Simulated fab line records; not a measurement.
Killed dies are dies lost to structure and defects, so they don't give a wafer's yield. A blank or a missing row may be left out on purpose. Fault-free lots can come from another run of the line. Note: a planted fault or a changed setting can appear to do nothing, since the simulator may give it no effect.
Chamber matching	flow n5 finfet	rie diel-05 running N5_SD_EPI_P_ETCH_47: 4 sister chambers
The step etches SiOCN in CH3F/O2, target depth 25 nm. 14 wafers are shown with their chamber, then 7 later ones without.

WAFERS, EACH WITH ITS CHAMBER
wafer	chamber	showerhead plenum p Torr (Torr)	throttle valve pct (%)	drypump motor current A (A)
L074.1	0	1.98	16.27	5.6
L074.3	2	2.01	16.60	5.4
L074.5	3	1.90	16.55	5.7
L076.1	0	1.97	16.28	5.7
L076.4	2	2.01	16.60	5.3
L076.5	3	1.90	16.57	5.7
L080.1	2	2.00	16.62	5.4
L080.2	1	2.09	16.43	5.8
L080.6	0	1.97	16.28	5.6
L082.3	0	1.97	16.30	5.6
L082.4	1	2.09	16.45	5.8
L082.5	3	1.89	16.59	5.7
L083.1	2	2.00	16.64	5.4
L083.3	3	1.89	16.57	5.7

SIGNATURES (averages over the wafers above)
reading	chamber 0	chamber 1	chamber 2	chamber 3	scatter within a chamber
showerhead plenum p Torr	1.9725	2.0900	2.0050	1.8950	0.00524
throttle valve pct	16.2825	16.4400	16.6150	16.5700	0.016
drypump motor current A	5.625	5.800	5.375	5.700	0.0387
Rule: for a wafer and a chamber, the distance is found by dividing, reading by reading, the gap between the wafer's reading and the chamber's mean by the reading's scatter, squaring, summing and taking the root. The wafer belongs to the nearest chamber; if the next one is less than 2 further off, it can't be placed. The scatter is the square root of a quotient: the sum, over the shown wafers, of each reading's squared deviation from its chamber's mean, divided by wafers minus chambers.

WAFERS MISSING THEIR CHAMBER
wafer	showerhead plenum p Torr (Torr)	throttle valve pct (%)	drypump motor current A (A)
L083.5	2.00	16.63	5.4
L086.2	2.08	16.46	5.9
L086.4	1.97	16.32	5.6
L086.6	2.08	16.46	5.9
L097.1	1.99	16.69	5.4
L097.2	2.08	16.53	5.8
L097.4	1.96	15.89	5.6

THE CHAMBER EACH PASSED THROUGH
wafer	from the rows above	in truth
L083.5	2	2
L086.2	1	1
L086.4	0	0
L086.6	1	1
L097.1	2	2
L097.2	1	1
L097.4	0	0
Placed correctly: 7 of 7. Number that these rows cannot place: 0. Number placed wrongly: 0.
